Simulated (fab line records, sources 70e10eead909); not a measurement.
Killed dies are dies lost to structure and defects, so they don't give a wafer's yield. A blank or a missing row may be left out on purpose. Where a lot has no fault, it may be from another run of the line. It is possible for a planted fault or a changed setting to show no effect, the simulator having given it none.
Chamber matching -- flow nand-harc -- 4 sister chambers for NHARC_A_BLC_ETCH_16 on rie-diel-09
The step etches the open film in CF4, target depth 39 nm, time 65 s. 4 wafers are shown with their chamber, then 8 later ones without.

## WAFERS PAIRED WITH THEIR CHAMBERS
wafer,chamber,drypump-motor-current-A (A)
L079.3,1,5.5
L087.1,3,5.9
L087.6,2,6.1
L089.1,0,5.8

## WAFERS WHOSE CHAMBER IS MISSING
wafer,drypump-motor-current-A (A)
L089.3,5.6
L089.4,6.1
L092.4,5.9
L092.5,5.5
L092.6,6.1
L096.1,5.9
L096.4,5.6
L096.6,5.8

## EACH ONE'S CHAMBER
wafer,from the rows above,in truth
L089.3,1,1
L089.4,2,2
L092.4,3,3
L092.5,1,1
L092.6,2,2
L096.1,3,3
L096.4,1,1
L096.6,0,0
Correctly placed: 8 of 8. Can't be placed from these rows: 0. Wrongly placed: 0.
How it was worked out, from the rows above alone: a wafer's distance from a chamber is the root of the sum, over the readings, of the square of ((its reading less the chamber's mean) divided by the reading's scatter). The wafer belongs to the nearest chamber; if the next one is less than 2 further off, it can't be placed. The mean given for a chamber averages the wafers shown for that chamber. The scatter: with one shown wafer a chamber, the root of the mean of the squares of how far each hidden wafer lies from its nearest shown one.
